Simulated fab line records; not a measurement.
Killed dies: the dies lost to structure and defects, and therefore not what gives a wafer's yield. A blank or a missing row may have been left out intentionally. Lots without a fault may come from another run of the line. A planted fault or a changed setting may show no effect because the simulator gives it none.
Comparing a struck lot with a sound one || flow nand harc || 18 out of 1302 route steps
Sound: these wafers, L414.3, L414.4, L414.5. The struck wafers were L429.2, L429.4, L429.5. The cause is named last.
At each step with rows: each side's tool, then ch and its chambers, then its first start. Under that, the readings that differ: sound wafers || struck wafers || difference of the means || sigmas: that difference in standard deviations of wafers without a fault.
alike: words and numbers the same on both sides, and readings whose means are apart by under 2 such deviations; not compared: readings that were withheld, readings missing a value for some wafer, numbers with overlapping values and no deviation given by the record, and bounds like >300 which may hide the same value.
A row with sigmas, a row that says differs or no value, or rows on one side alone: a step with any of these is where the two part. Numbers that have no deviation but don't overlap get no sigmas and don't part them. Lack of a reading on every wafer of one side parts them only where that side has two or more wafers.

NHARC_P_GATE_CD_MEAS_46: the cd target is 720 nm.
  sound on cd sem-01 ch 0, day 5 22:07; struck on cd sem-03 ch 0, day 12 02:16
  alike: cd nm
then, 1 step without rows for these wafers: NHARC_P_GATE_HARDBAKE_47 (time 80 s).
NHARC_P_GATE_DESCUM_48: chemistry O2, time 3 s.
  sound on rie diel-04 ch 0,3, day 5 22:17; struck on rie diel-09 ch 1,2, day 12 02:28
  alike: drypump motor current A, mfc ar sccm, oes product au, rf vpp V, showerhead plenum p Torr, throttle valve pct
  not compared: rf hours counter h
after that, 1 step had no rows for these wafers: NHARC_P_GATE_IMPLANT_49.
NHARC_P_GATE_STRIP_111: strips in N2/H2, time 250 s.
  sound on plasma asher-02 ch 0,1, day 5 22:45; struck on plasma asher-02 ch 0,1, day 12 02:53
  alike: drypump motor current A, heater power w, rf refl power W
  not compared: rf hours counter h
NHARC_P_GATE_STRIP_75: strips in O2.
  sound on plasma asher-02 ch 0,1, day 5 22:58; struck on plasma asher-02 ch 0,1, day 12 03:09
  alike: drypump motor current A, heater power w, rf refl power W
  not compared: rf hours counter h
then, 6 steps without rows for these wafers: NHARC_P_GATE_STRIP_50 (strips in SPM, time 900 s); NHARC_P_GATE_DEHYDRATE_51 (time 120 s); NHARC_P_GATE_HMDS_52 (time 30 s); NHARC_P_GATE_COAT_53; NHARC_P_GATE_SOFTBAKE_54 (time 95 s); NHARC_P_GATE_EBR_55.
NHARC_P_GATE_EXPOSE_56: exposes mask P PSD, target cd 720 nm.
  sound on krf scanner-02 ch 0, day 5 23:36; struck on krf scanner-04 ch 0, day 12 03:47
{"reading": "mask", "sound": "P_PSD#0 P_PSD#0 P_PSD#0", "struck": "P_PSD_R1#0 P_PSD_R1#0 P_PSD_R1#0", "difference": "differs", "sigmas": ""}
  alike: focus offset nm
then, 2 steps without rows for these wafers: NHARC_P_GATE_PEB_57 (peb time 85 s); NHARC_P_GATE_DEVELOP_58 (time 70 s).
NHARC_P_GATE_CD_MEAS_59: the cd target is 720 nm.
  sound on cd sem-03 ch 0, day 5 23:45; struck on cd sem-03 ch 0, day 12 03:56
{"reading": "cd nm (nm)", "sound": "719.8 720.5 717.3", "struck": "708.1 705.5 702.0", "difference": -14.0, "sigmas": -6}
then, 2 steps without rows for these wafers: NHARC_P_GATE_HARDBAKE_60 (time 80 s); NHARC_END_SORT_01.

## WHERE THEY PART
At NHARC_P_GATE_EXPOSE_56 first; at NHARC_P_GATE_CD_MEAS_59 last (within this record only).

WHY: what had been put in by the simulator
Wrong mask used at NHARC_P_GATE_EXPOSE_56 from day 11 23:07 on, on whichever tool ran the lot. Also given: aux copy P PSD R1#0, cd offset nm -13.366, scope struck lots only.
